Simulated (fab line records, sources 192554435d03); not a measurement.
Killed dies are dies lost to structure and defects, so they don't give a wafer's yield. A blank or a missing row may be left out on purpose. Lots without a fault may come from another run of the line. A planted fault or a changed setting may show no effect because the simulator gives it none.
fab line records | flow n5_finfet
record lots=11 wafers=31 last_day=18
route steps=1938 shown BEOL_M14@1756 BEOL_M15@1779 PASSIVATION@1936
lots that met no fault: from a run of the same line without faults
start_h: hours from the record's first day to the start of the lot's first wafer shown | wait_h: hours since the lot's step before | " the same as in the row above | L1.1+2: a row that stands for several wafers | - no value, or no start given | * or withheld: withheld | < > ~ a bound
route shown NAME@n: a module of which the file shows steps, and the number in the route of the first | usual: mean/standard deviation of fault-free wafers | same: alike in all rows | chamber/n: place in a boat | sites: the reading at each site | _std_site: their standard deviation | _edge_site: outer sites' mean less inner sites' | radius_mm: how far each site lies from the wafer's centre | mask NAME#n: copy n | behind: the tool/chamber that last shaped the wafer | hold: why the lot was held/for how many hours/how that ended | device: the transistor (n, p or np) that didn't switch | end of line: the same wafers' tests at the end of the route | a step without rows: its recipe alone | killed: dies lost to structure and defects at the first sort, not the wafer's yield | map: a wafer's dies, x killed, . not, _ none there
set.NAME: the setting as run; set.NAME@STEP: as run at that earlier step | model.NAME: the simulator's own value behind a step, which no gauge read
steps of the route over a sample of lots; a table a step, a row a wafer
services: from which hour (start_h, from the record's first day; less than 0 if before it) a tool's chamber was out of use, for how many hours, and why
## steps
# step N5_BEOL_M14_STRIP_37
# recipe chemistry=O2 power_w=600 temp_c=60 pressure_mtorr=30 rf_frequency_hz=6e+07 bias_power_w=0 overash_fraction=0.3 o2_flow_sccm=225
# usual drypump_motor_current_A=5.8/0.57 oes_product_au=0.80/0.079 rf_vpp_V=3.6/0.91 showerhead_plenum_p_Torr=2.06/0.068 throttle_valve_pct=16.61/0.23
# same overash_fraction=0.3
# columns lot.wafer tool chamber start_h wait_h drypump_motor_current_A oes_product_au rf_hours_counter_h rf_vpp_V showerhead_plenum_p_Torr throttle_valve_pct
L882.2 rie_diel-05 2 249.79 0.1 6.6 0.69 230 3.6 2.09 16.96
L882.3 " 1 " " 6.4 0.87 60 3.0 2.05 16.56
L882.4 " 3 " " 4.9 0.82 67 4.0 2.05 16.27
L881.4 rie_diel-05 0 251.34 0.3 6.0 0.75 158 5.6 2.00 16.53
L881.5 " 3 " " 4.9 0.80 - 3.4 2.04 16.25
L881.6 " 2 " " 6.6 0.69 - 2.2 2.09 16.95
L884.1 rie_diel-05 1 264.84 1.5 6.4 0.86 65 2.1 2.04 16.57
L884.4 " 1 " " 6.4 0.87 - 4.3 2.04 16.58
L884.6 " 3 " " 4.9 0.81 - 4.6 2.04 16.23
L885.1 rie_diel-06 2 266.06 0.5 6.2 0.86 57 5.2 2.05 16.66
L885.3 " 0 " " 4.9 0.69 244 4.5 1.97 17.13
L885.6 " 0 " " 4.9 0.67 - 3.6 1.97 17.18
L886.3 rie_diel-06 3 296.29 1.9 6.5 0.70 222 4.3 2.16 16.92
L886.4 " 2 " " 6.2 0.86 - 2.4 2.05 16.67
L886.5 " 3 " " 6.4 0.69 - 2.0 2.16 16.94
L889.2 rie_diel-06 2 310.48 0.3 6.2 0.84 74 3.9 2.04 16.66
L889.5 " 1 " " 5.9 0.87 - 4.1 2.23 16.38
L889.6 " 3 " " 6.5 0.68 - 2.4 2.16 16.96
L891.2 rie_diel-05 1 322.47 1.6 6.3 0.85 87 4.9 2.03 16.57
L891.5 " 0 " " 6.0 0.74 - 3.7 1.99 16.57
L891.6 " 3 " " 4.9 0.78 - 2.5 2.03 16.27
L896.2 rie_diel-02 2 349.04 0.3 6.2 0.72 151 3.1 2.02 16.80
L896.5 " 3 " " 5.9 0.90 - 4.7 2.05 16.47
L898.1 rie_diel-02 3 373.10 2.7 6.0 0.87 33 4.0 2.04 16.54
L898.3 " 2 " " 6.3 0.72 159 3.3 2.02 16.83
L902.2 rie_diel-05 2 404.27 0.1 6.6 0.92 26 3.1 2.07 16.56
L902.4 " 3 " " 4.9 0.75 124 3.0 2.03 16.36
L902.6 " 3 " " 4.9 0.75 - 4.2 2.03 16.34
L903.3 rie_diel-02 3 405.83 1.0 6.0 0.85 44 4.5 2.04 16.53
L903.5 " 0 " " 5.0 0.78 - 4.6 2.04 16.70
L903.6 " 3 " " 6.0 0.87 - 4.3 2.04 16.54
# step N5_BEOL_M14_THK_MEAS_50
# recipe thk_meas_gauge=xrf reads=Cu_of_BEOL_M14_ECD_47
# usual M14_THK=555/16
# columns lot.wafer tool chamber start_h wait_h M14_THK[nm]
L882.2 film_metro-02 - 251.40 - 550
L882.3 " - " " 527
L882.4 " - " " 550
L881.4 film_metro-02 - 253.43 - 564
L881.5 " - " " 570
L881.6 " - " " 535
L884.1 film_metro-01 - 266.79 - 542
L884.4 " - " " 543
L884.6 " - " " 553
L885.1 film_metro-02 - 267.60 - 564
L885.3 " - " " 559
L885.6 " - " " 556
L886.3 film_metro-02 - 297.99 - 541
L886.4 " - " " 540
L886.5 " - " " 579
L889.2 film_metro-01 - 312.90 - 539
L889.5 " - " " 565
L889.6 " - " " 521
L891.2 film_metro-01 - 323.92 - 578
L891.5 " - " " 571
L891.6 " - " " 566
L896.2 film_metro-02 - 350.86 - 572
L896.5 " - " " 574
L898.1 film_metro-02 - 375.16 - 557
L898.3 " - " " 562
L902.2 film_metro-01 - 406.30 - 562
L902.4 " - " " 554
L902.6 " - " " 562
L903.3 film_metro-01 - 408.48 - 571
L903.5 " - " " 564
L903.6 " - " " 550
# step N5_BEOL_M14_RS_MEAS_54
# recipe thk_meas_gauge=four-point-probe reads=Cu_of_BEOL_M14_ECD_47+Ta_of_BEOL_M14_SPUTTER_44+TaN_of_BEOL_M14_SPUTTER_43
# usual M14_RS=0.0332/0.00098
# columns lot.wafer tool chamber start_h wait_h M14_RS[ohm/sq]
L882.2 film_metro-02 - 251.53 0.1 0.0334
L882.3 " - " " 0.0353
L882.4 " - " " 0.0337
L881.4 film_metro-02 - 253.59 0.1 0.0327
L881.5 " - " " 0.0323
L881.6 " - " " 0.0346
L884.1 film_metro-02 - 266.92 0.0 0.0337
L884.4 " - " " 0.0338
L884.6 " - " " 0.0328
L885.1 film_metro-01 - 267.73 0.0 0.0327
L885.3 " - " " 0.0329
L885.6 " - " " 0.0330
L886.3 film_metro-01 - 298.12 0.1 0.0342
L886.4 " - " " 0.0342
L886.5 " - " " 0.0319
L889.2 film_metro-02 - 313.03 0.1 0.0338
L889.5 " - " " 0.0324
L889.6 " - " " 0.0352
L891.2 film_metro-01 - 324.05 0.1 0.0321
L891.5 " - " " 0.0326
L891.6 " - " " 0.0329
L896.2 film_metro-02 - 350.99 0.1 0.0325
L896.5 " - " " 0.0325
L898.1 film_metro-02 - 375.31 0.1 0.0331
L898.3 " - " " 0.0329
L902.2 film_metro-01 - 406.43 0.1 0.0328
L902.4 " - " " 0.0333
L902.6 " - " " 0.0326
L903.3 film_metro-01 - 408.63 0.1 0.0321
L903.5 " - " " 0.0325
L903.6 " - " " 0.0333
# step N5_BEOL_M15_EXPOSE_07
# recipe mask_id=V14 na=0.8 source_shape=annular sigma_inner=0.5 sigma_outer=0.8 polarization=unpolarized attpsm_phase_deg=180 dose_mj=41.25
# columns lot.wafer tool chamber start_h wait_h mask
L882.2+3+4 krf_scanner-02 0 251.98 - V14#0
L881.4+5+6 krf_scanner-01 0 254.17 - V14#0
L884.1+4+6 krf_scanner-02 0 267.37 - V14#0
L885.1+3+6 krf_scanner-01 0 268.31 - V14#0
L886.3+4+5 krf_scanner-01 0 298.70 - V14#0
L889.2+5+6 krf_scanner-02 0 313.48 - V14#0
L891.2+5+6 krf_scanner-02 0 324.51 - V14#0
L896.2+5 krf_scanner-02 0 351.43 - V14#0
L898.1+3 krf_scanner-01 0 375.76 - V14#0
L902.2+4+6 krf_scanner-01 0 407.11 - V14#0
L903.3+5+6 krf_scanner-01 0 409.21 - V14#0
# step N5_BEOL_M15_CD_MEAS_10
# recipe target_cd_nm=360 landing_energy_ev=500 detector=se_inlens polarity=opening
# usual cd_nm=360.0/1.4
# same landing_energy_ev=500
# columns lot.wafer tool chamber start_h wait_h cd_nm
L882.2 cd_sem-02 0 252.14 - 357.9
L882.3 " 0 " " 359.4
L882.4 " 0 " " 359.3
L881.4 cd_sem-01 0 254.33 - 358.5
L881.5 " 0 " " 358.6
L881.6 " 0 " " 358.9
L884.1 cd_sem-02 0 267.54 - 359.6
L884.4 " 0 " " 361.0
L884.6 " 0 " " 360.9
L885.1 cd_sem-01 0 268.48 - 361.6
L885.3 " 0 " " 360.3
L885.6 " 0 " " 360.0
L886.3 cd_sem-01 0 298.87 - 358.6
L886.4 " 0 " " 360.8
L886.5 " 0 " " 359.0
L889.2 cd_sem-03 0 313.65 - 364.3
L889.5 " 0 " " 360.3
L889.6 " 0 " " 362.1
L891.2 cd_sem-01 0 324.68 - 366.2
L891.5 " 0 " " 358.1
L891.6 " 0 " " 365.8
L896.2 cd_sem-02 0 351.60 - 367.2
L896.5 " 0 " " 359.7
L898.1 cd_sem-03 0 375.94 - 361.0
L898.3 " 0 " " 361.3
L902.2 cd_sem-01 0 407.28 - 360.8
L902.4 " 0 " " 361.4
L902.6 " 0 " " 361.8
L903.3 cd_sem-01 0 409.37 - 363.8
L903.5 " 0 " " 358.8
L903.6 " 0 " " 359.7
# step N5_PASSIVATION_PROBE_49
# usual defect_limited_yield=90.9/1.5 killed_at_M0_to_M3=36/10 killed_at_M4_up=13/5.5 killed_at_contacts=12/5.6 killed_at_front_end=42/12 killed_at_other=4/3.2 killed_dies=108/18 killed_on_rim=15/4.1 killed_open=71/13 killed_short=34/7.8 sort_bin_5_function=5.4/1 sort_bin_6_memory=3.4/0.68 sort_bin_8_speed=0.00/0.0071 sort_n_pass=1072/18 sort_yield_pct=90.9/1.5
# same gross_dies=1180 killed_at_back_side=0 sort_bin_4_leakage[%]=0
# columns lot.wafer tool chamber start_h wait_h defect_limited_yield[%] killed_at_M0_to_M3 killed_at_M4_up killed_at_contacts killed_at_front_end killed_at_other killed_dies killed_on_rim killed_open killed_short sort_bin_5_function[%] sort_bin_6_memory[%] sort_bin_8_speed[%] sort_n_pass sort_yield_pct[%]
L896.2 prober-01 - 373.46 0.1 89.2 45 14 19 47 2 127 18 75 48 5.7 4.6 0 1053 89.2
L896.5 prober-01 - 373.61 0.2 91.6 48 9 6 29 7 99 21 55 41 5.1 2.9 0 1081 91.6
L903.3 prober-01 - 440.56 0.1 89.2 33 17 14 55 8 127 14 84 41 5.8 4.7 0 1053 89.2
L903.5 prober-01 - 440.66 0.2 91.3 34 7 18 35 9 103 14 61 42 5.0 3.3 0 1077 91.3
L903.6 prober-01 - 440.71 0.3 92.0 15 14 17 45 3 94 14 61 32 4.8 2.6 0 1086 92.0
L902.2 prober-01 - 440.81 0.4 86.8 72 13 19 51 1 156 17 106 50 8.1 4.6 0 1024 86.8
L902.4 prober-01 - 440.91 0.5 88.0 60 21 12 46 3 142 18 98 43 7.5 4.2 0 1038 88.0
L902.6 prober-01 - 441.01 0.6 89.2 49 12 16 45 5 127 13 86 41 5.9 4.2 0 1053 89.2
# killed by level:class
L896.2 FIN_SAQP:geometric_particle:open=15 BEOL_M0_SAQP:geometric_particle:open=15 BEOL_M0_SAQP:geometric_particle:short=12 MOL_CONTACT_COAG:geometric_particle:open=12 MOL_CONTACT_COAG:geometric_particle:short=7 BEOL_M3:geometric_particle:short=7 BEOL_M4:geometric_particle:open=7 STI_FIN_REVEAL:geometric_particle:open=6
L896.5 BEOL_M0_SAQP:geometric_particle:open=16 BEOL_M0_SAQP:geometric_particle:short=8 FIN_SAQP:geometric_particle:open=5 DUMMY_GATE:geometric_particle:open=5 BEOL_M1:geometric_particle:open=5 BEOL_M3:geometric_particle:open=5 MOL_CONTACT_COAG:geometric_particle:open=4 BEOL_M0:geometric_particle:short=4
L903.3 FIN_SAQP:geometric_particle:open=13 FIN_SAQP:geometric_particle:short=10 BEOL_M3:geometric_particle:open=10 BEOL_M0_SAQP:geometric_particle:open=10 STI_FIN_REVEAL:geometric_particle:open=9 MOL_CONTACT_COAG:geometric_particle:open=9 BEOL_M4:geometric_particle:open=7 MOL_CONTACT_COAG:geometric_particle:short=5
L903.5 MOL_CONTACT_COAG:geometric_particle:open=13 BEOL_M0_SAQP:geometric_particle:short=13 BEOL_M0_SAQP:geometric_particle:open=8 FIN_SAQP:geometric_particle:short=7 STI_FIN_REVEAL:geometric_particle:open=7 FIN_SAQP:geometric_particle:open=6 BEOL_M4:geometric_particle:open=5 MOL_CONTACT_COAG:geometric_particle:short=5
L903.6 STI_FIN_REVEAL:geometric_particle:open=14 MOL_CONTACT_COAG:geometric_particle:open=14 BEOL_M4:geometric_particle:open=6 FIN_SAQP:geometric_particle:short=5 FIN_SAQP:geometric_particle:open=5 BEOL_M1:geometric_particle:short=5 DUMMY_GATE:geometric_particle:open=4 ILD0:geometric_particle:open=4
L902.2 BEOL_M0_SAQP:geometric_particle:open=19 FIN_SAQP:geometric_particle:short=16 STI_FIN_REVEAL:geometric_particle:open=16 BEOL_M3:geometric_particle:open=16 MOL_CONTACT_COAG:geometric_particle:open=15 BEOL_M1:geometric_particle:open=12 BEOL_M0_SAQP:geometric_particle:short=11 BEOL_M4:geometric_particle:open=8
L902.4 BEOL_M0_SAQP:geometric_particle:open=23 STI_FIN_REVEAL:geometric_particle:open=14 BEOL_M0_SAQP:geometric_particle:short=13 BEOL_M1:geometric_particle:open=11 MOL_CONTACT_COAG:geometric_particle:open=8 DUMMY_GATE:geometric_particle:open=7 STI_FIN_REVEAL:geometric_particle:short=6 BEOL_M4:geometric_particle:open=5
L902.6 STI_FIN_REVEAL:geometric_particle:open=16 BEOL_M0_SAQP:geometric_particle:open=14 BEOL_M0_SAQP:geometric_particle:short=14 MOL_CONTACT_COAG:geometric_particle:open=13 BEOL_M3:geometric_particle:open=9 BEOL_M4:geometric_particle:open=8 FIN_SAQP:geometric_particle:open=6 STARTING-WAFER:geometric_particle:short=5
## services
# columns tool chamber start_h hours kind
rie_diel-02 - 229.71 0.5 repair
krf_scanner-02 - 254.46 1.3 pm
rie_diel-05 0 258.19 9.4 repair
krf_scanner-02 - 258.36 1.0 pm
krf_scanner-01 - 262.54 1.0 pm
rie_diel-02 0 264.49 9.9 repair
krf_scanner-01 0 277.31 - calibration
krf_scanner-02 - 296.33 0.3 repair
krf_scanner-01 - 302.26 1.1 repair
krf_scanner-01 - 304.88 4.0 pm
rie_diel-05 0 307.30 4.3 repair
krf_scanner-01 - 310.23 1.3 pm
rie_diel-05 2 311.74 - clean
rie_diel-05 2 311.74 - consumable_replace:focus_ring
krf_scanner-01 - 313.35 4.1 repair
rie_diel-06 3 328.29 2.5 repair
krf_scanner-02 - 360.18 0.8 pm
rie_diel-05 3 376.16 2.3 repair
rie_diel-02 - 381.76 0.5 repair
rie_diel-06 3 382.22 2.3 repair
rie_diel-06 2 382.64 11.7 repair
krf_scanner-01 - 390.66 0.8 repair
rie_diel-06 0 392.19 4.8 repair
krf_scanner-02 - 397.48 1.1 repair
## key
first_sign step=N5_BEOL_M15_CD_MEAS_10 reading=cd_nm direction=up sigmas=4.5 usual=360.0 struck=366.4
effect none on later readings
met_at N5_BEOL_M15_EXPOSE_07
struck_lots L891,L896
struck_wafers L891.2,L891.6,L896.2
not_acting_at N5_BEOL_M14_STRIP_37,N5_BEOL_M14_THK_MEAS_50,N5_BEOL_M14_RS_MEAS_54
onset_between 313.48 324.51
fault kind=process_parameter_drift tool=krf_scanner-02 chamber=- onset_h=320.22 steps=N5_BEOL_M15_EXPOSE_07 channel=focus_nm offset=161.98 shape=step end_h=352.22 scope=struck_wafers_only
